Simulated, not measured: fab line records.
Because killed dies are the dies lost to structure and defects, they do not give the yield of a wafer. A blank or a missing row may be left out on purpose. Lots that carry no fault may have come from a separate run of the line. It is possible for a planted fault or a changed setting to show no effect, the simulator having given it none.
What tool caused it? || flow nand harc || 6 lots with 18 wafers sampled at 3 steps, on a route of 1159 steps

WHAT THE GAUGES SHOWED, per wafer
NHARC_A_ONON_D1_THK_MEAS_05: measures by ellipsometry.
{"lot": "L660", "measured": "day 7 23:41", "on": "film metro-02", "thk nm (nm)": "994 992 992"}
{"lot": "L664", "measured": "day 9 09:54", "on": "film metro-02", "thk nm (nm)": "1000 1001 1001"}
{"lot": "L668", "measured": "day 10 19:22", "on": "film metro-02", "thk nm (nm)": "626 625 626 625 624 625"}
{"lot": "L674", "measured": "day 11 18:31", "on": "film metro-02", "thk nm (nm)": "1001 1002 1003"}
{"lot": "L677", "measured": "day 12 03:17", "on": "film metro-02", "thk nm (nm)": "1010 1009 1009"}
{"lot": "L680", "measured": "day 13 07:13", "on": "film metro-01", "thk nm (nm)": "1001 1001 1000"}

EACH LOT AND THE TOOL THAT RAN IT (in order: tool; ch and the chambers of the sampled wafers; start)
{"lot": "L660", "NHARC_A_ZERO_WELL_DESCUM_12": "rie diel-11 ch 0,3, day 7 01:31", "NHARC_A_ONON_D1_DEP_03": "pecvd onon-01 ch 0, day 7 23:10"}
{"lot": "L664", "NHARC_A_ZERO_WELL_DESCUM_12": "rie diel-11 ch 0,1,3, day 8 11:13", "NHARC_A_ONON_D1_DEP_03": "pecvd onon-03 ch 0, day 9 09:27"}
{"lot": "L668", "NHARC_A_ZERO_WELL_DESCUM_12": "rie diel-11 ch 0,1,3, day 9 17:07", "NHARC_A_ONON_D1_DEP_03": "pecvd onon-03 ch 0, day 10 18:52"}
{"lot": "L674", "NHARC_A_ZERO_WELL_DESCUM_12": "rie diel-11 ch 0,2,3, day 10 19:35", "NHARC_A_ONON_D1_DEP_03": "pecvd onon-01 ch 0, day 11 18:04"}
{"lot": "L677", "NHARC_A_ZERO_WELL_DESCUM_12": "rie diel-07 ch 0,3, day 11 07:53", "NHARC_A_ONON_D1_DEP_03": "pecvd onon-01 ch 0, day 12 02:50"}
{"lot": "L680", "NHARC_A_ZERO_WELL_DESCUM_12": "rie diel-07 ch 1,2, day 12 06:46", "NHARC_A_ONON_D1_DEP_03": "pecvd onon-01 ch 0, day 13 06:42"}
- NHARC_A_ZERO_WELL_DESCUM_12: chemistry O2, time 3 s.
- NHARC_A_ONON_D1_DEP_03: target thk 1000 nm.

THE ANSWER, worked out from the rows above alone
Rule: what is usual is taken from the lots themselves. The widest of any qualifying gaps counts: lots, ordered by their means at a reading, are off when they make up no more than a third of the lots, leave a main group of 4 or more, and stand apart from it by 3 or more times the standard deviation of that group's means. A main group whose means are all the same, to the digits that the tables above print for the reading, isn't used. Also off: a lot with no number at a reading for which 4 or more lots have one. Where the step has rows for the other lots, those lots are counted as sound.
Off, at NHARC_A_ONON_D1_THK_MEAS_05 on thk nm: L668. The main group: mean 1001 nm, standard deviation 5.3.
If a tool, at a process step before that reading, ran all the lots that are off and no sound lot after the first of them, it fits. Those tools and the gauges at NHARC_A_ONON_D1_THK_MEAS_05 are tried in the same way. One fits: pecvd onon-03 at NHARC_A_ONON_D1_DEP_03. A fault onset in the window from L664 (day 9 09:27, its last sound lot) to L668 (day 10 18:52, its first lot off) fits.

WHAT HAD BEEN PUT IN BY THE SIMULATOR
pecvd onon-03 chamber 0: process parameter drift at NHARC_A_ONON_D1_DEP_03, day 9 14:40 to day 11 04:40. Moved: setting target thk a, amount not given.
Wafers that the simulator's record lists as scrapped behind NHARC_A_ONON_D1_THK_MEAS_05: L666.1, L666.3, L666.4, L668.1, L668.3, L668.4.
Lots struck among those shown: L668. This agrees with what the rule above found.
